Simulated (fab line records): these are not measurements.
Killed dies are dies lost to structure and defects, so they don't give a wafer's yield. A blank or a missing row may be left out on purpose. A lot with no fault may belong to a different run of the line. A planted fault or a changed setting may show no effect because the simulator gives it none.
Struck lot and sound lot, side by side | flow n5-finfet | 15 out of 1938 route steps
Sound: the wafers L947.3, L947.4, L947.6. Wafers L956.2, L956.3, L956.6 were the ones struck. The cause is given at the end.
Order at every step that has rows: each side's tool, ch and its chambers, its first start. Under that, the readings that differ: sound wafers | struck wafers | difference of the means | sigmas: that difference in standard deviations of wafers without a fault.
alike: a reading whose means differ by less than 2 such deviations, as well as words and numbers matching on both sides. not compared: withheld readings; readings where some wafer has no value; bounds like >300 that might hide an equal value; numbers whose values overlap and for which the record gives no deviation.
The two part at a step that has a row with sigmas, a row that says differs or no value, or rows on one side only. When numbers do not overlap yet have no deviation, they are printed without sigmas and do not part them. A reading missing from all wafers of one side parts the sides only when that side holds two or more wafers.

N5_BEOL_M14_CMP_49: polishes, stops on SiO2, t overpolish 5.2 s, target thk 560 nm.
  sound on cmp-04 ch 1,2, day 11 23:07; struck on cmp-01 ch 1,3, day 13 19:20
  alike: barrier-field-endpoint-s, motor-current-A, overpolish-run-s, platen-rpm, time-to-endpoint-s
N5_BEOL_M14_THK_MEAS_50: measures by xrf.
  sound on film-metro-01, day 11 23:25; struck on film-metro-02, day 13 19:38
  alike: M14_THK
then, 1 step without rows for these wafers: N5_BEOL_M14_PRE_CLEAN_52 (time 15 s).
N5_BEOL_M14_DEP_53: deposits SiCN from 3MS/NH3, target thk 50 nm, time 17.8 s.
  sound on pecvd-04 ch 0,2, day 11 23:28; struck on pecvd-03 ch 0,1, day 13 19:41
  alike: showerhead-plenum-p-Torr, throttle-valve-pct
N5_BEOL_M14_RS_MEAS_54: measurement is done with a four-point probe.
  sound on film-metro-02, day 11 23:32; struck on film-metro-01, day 13 19:46
  alike: M14_RS
N5_BEOL_M14_INSPECT_55: inspects for defects (darkfield).
  sound on defect-inspect-01, day 11 23:34; struck on defect-inspect-02, day 13 19:47
  alike: raw-defect-count
N5_BEOL_M15_ILD_DEP_00: deposits SiO2 from TEOS/O2, target thk 1629.3 nm, time 346.1 s.
  sound on pecvd-02 ch 0,2, day 11 23:36; struck on pecvd-04 ch 0,1,2, day 13 19:49
  alike: heater-power-outer-w, heater-power-w, showerhead-plenum-p-Torr, throttle-valve-pct
N5_BEOL_M15_THK_MEAS_01:
  sound on film-metro-01, day 11 23:52; struck on film-metro-02, day 13 20:04
  alike: M15_ILD_THK
then, 4 steps without rows for these wafers: N5_BEOL_M15_COAT_58 (time 60 s, resist thk 89 nm); N5_BEOL_M15_COAT_04 (resist thk 800 nm); N5_BEOL_M15_EBR_06; N5_BEOL_M15_SOFTBAKE_05 (time 60 s).
N5_BEOL_M15_EXPOSE_07: exposes mask V14.
  sound on krf-scanner-02 ch 0, day 12 00:01; struck on krf-scanner-02 ch 0, day 13 20:20
  reading              | sound             | struck            | difference | sigmas
  exposure-dose-mJ-cm2 | 41.26 41.25 41.29 | 39.93 39.95 39.92 | -1.33      | -31
  alike: mask, stage-vel-mm-s
then, 1 step without rows for these wafers: N5_BEOL_M15_PEB_08 (peb time 90 s).
N5_PASSIVATION_PROBE_49:
  sound on prober-02, day 12 21:05; struck on prober-02, day 14 22:28
  alike: defect-limited-yield, killed_at_M0_to_M3, killed_at_M4_up, killed-at-contacts, killed-at-front-end, killed-at-other, killed-dies, killed-open, killed-short, sort_bin_5_function, sort_bin_6_memory, sort-n-pass, sort-yield-pct

## WHERE THEY PART
Only at N5_BEOL_M15_EXPOSE_07, within this record. Later steps at which nothing parts them and some readings are alike: N5_PASSIVATION_PROBE_49.

WHY: the cause the simulator had injected
Process parameter drift: krf-scanner-02, from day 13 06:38 on, at N5_BEOL_M15_EXPOSE_07. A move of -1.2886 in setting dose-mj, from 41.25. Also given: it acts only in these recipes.
